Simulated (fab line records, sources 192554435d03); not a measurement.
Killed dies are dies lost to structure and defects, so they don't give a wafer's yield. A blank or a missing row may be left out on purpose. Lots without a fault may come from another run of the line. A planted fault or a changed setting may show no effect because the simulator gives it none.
Split-lot experiment | flow n5_finfet | 7 lots, 21 wafers read, on a route of 1938 steps

THE SPLIT
At N5_SD_EPI_N_EPI_21 (deposits Si:P, time 690 s), the setting epi_growth_time_s was moved away from the recipe's 690 s on 4 of the 21 wafers read, by -10.3% to +4.4%. The other wafers ran this setting at the recipe's value.

The reading is taken at the split's own step.

THE READING
Si-P_of_SD_EPI_N_EPI_21.thk_nm (the simulator's own value, which no gauge read), in nm, at N5_SD_EPI_N_EPI_21 (deposits Si:P, time 690 s). The file gives no usual value for it. The 17 wafers here that ran the recipe average 59.0 nm, standard deviation 0.55 nm.

wafer  | tool, chamber at the split | epi_growth_time_s as run, s | against the recipe | Si-P_of_SD_EPI_N_EPI_21.thk_nm, nm | against lot-mates on the recipe
L074.1 | epi_rpcvd-02, 0            | 690                         | recipe             | 58.8                               | -
L074.2 | epi_rpcvd-02, 0            | 690                         | recipe             | 58.6                               | -
L074.5 | epi_rpcvd-02, 0            | 654.2                       | -5.2%              | 56.6                               | -2.1
L081.1 | epi_rpcvd-02, 0            | 690                         | recipe             | 59                                 | -
L081.5 | epi_rpcvd-02, 0            | 690                         | recipe             | 59.2                               | -
L081.6 | epi_rpcvd-02, 0            | 690                         | recipe             | 60                                 | -
L089.3 | epi_rpcvd-03, 0            | 690                         | recipe             | 58                                 | -
L089.5 | epi_rpcvd-03, 0            | 658.8                       | -4.5%              | 57                                 | -1.5
L089.6 | epi_rpcvd-03, 0            | 690                         | recipe             | 59                                 | -
L090.1 | epi_rpcvd-01, 0            | 690                         | recipe             | 58.4                               | -
L090.4 | epi_rpcvd-01, 0            | 690                         | recipe             | 58.4                               | -
L090.2 | epi_rpcvd-01, 0            | 720.3                       | +4.4%              | 60.6                               | +2.2
L091.2 | epi_rpcvd-03, 0            | 690                         | recipe             | 58.8                               | -
L091.3 | epi_rpcvd-03, 0            | 690                         | recipe             | 60                                 | -
L091.4 | epi_rpcvd-03, 0            | 690                         | recipe             | 59.6                               | -
L093.1 | epi_rpcvd-01, 0            | 619                         | -10.3%             | 54.8                               | -4.4
L093.3 | epi_rpcvd-01, 0            | 690                         | recipe             | 58.6                               | -
L093.4 | epi_rpcvd-01, 0            | 690                         | recipe             | 59.8                               | -
L096.2 | epi_rpcvd-03, 0            | 690                         | recipe             | 59.2                               | -
L096.3 | epi_rpcvd-03, 0            | 690                         | recipe             | 59.2                               | -
L096.5 | epi_rpcvd-03, 0            | 690                         | recipe             | 59                                 | -

THE FIT
A straight line over all 21 wafers: Si-P_of_SD_EPI_N_EPI_21.thk_nm changes by +0.416 nm for each +1% of epi_growth_time_s; r = +0.92; the points scatter about the line by 0.53 nm.
The same after taking each lot's own level away (the mean of its wafers on the recipe; 21 wafers): +0.424 nm for each +1%; r = +0.95; scatter 0.39 nm.
On that fit, the largest move of epi_growth_time_s shifts the reading by 4.4 nm.
The lots' own levels span 58.40 to 59.47 nm, that is 1.9 times the standard deviation above.
So the lot-to-lot level changes the slope little: the two slopes agree.
Check: with one of the wafers moved furthest among these (-10.3%) left out of the fit, the line predicts -4.21 nm for it against its lot-mates. It came out at -4.4 nm against them.

OTHER SPLITS ON THESE WAFERS
These wafers also went through other splits before the reading. Each is held against what the fit with the lots' levels taken away leaves over:
other split on the same wafers        | wafers away from the commonest value | r with Si-P_of_SD_EPI_N_EPI_21.thk_nm (lot level and that fit taken away)
N5_WELL_APT_COAT_02 spin_rpm          | 7                                    | -0.17
N5_WELL_APT_DESCUM_13 time_s          | 8                                    | +0.08
N5_FIN_SAQP_PECVD_47 time_s           | 5                                    | +0.30
N5_FIN_SAQP_DEVELOP_15 develop_time_s | 7                                    | +0.10
N5_FIN_CUT_COAT_02 spin_rpm           | 4                                    | +0.39
N5_DUMMY_GATE_COAT_28 spin_rpm        | 9                                    | +0.27

THE FILE'S OWN FIT
Si-P_of_SD_EPI_N_EPI_21.thk_nm changes by +0.421 nm for each +1% of epi_growth_time_s, r = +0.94.
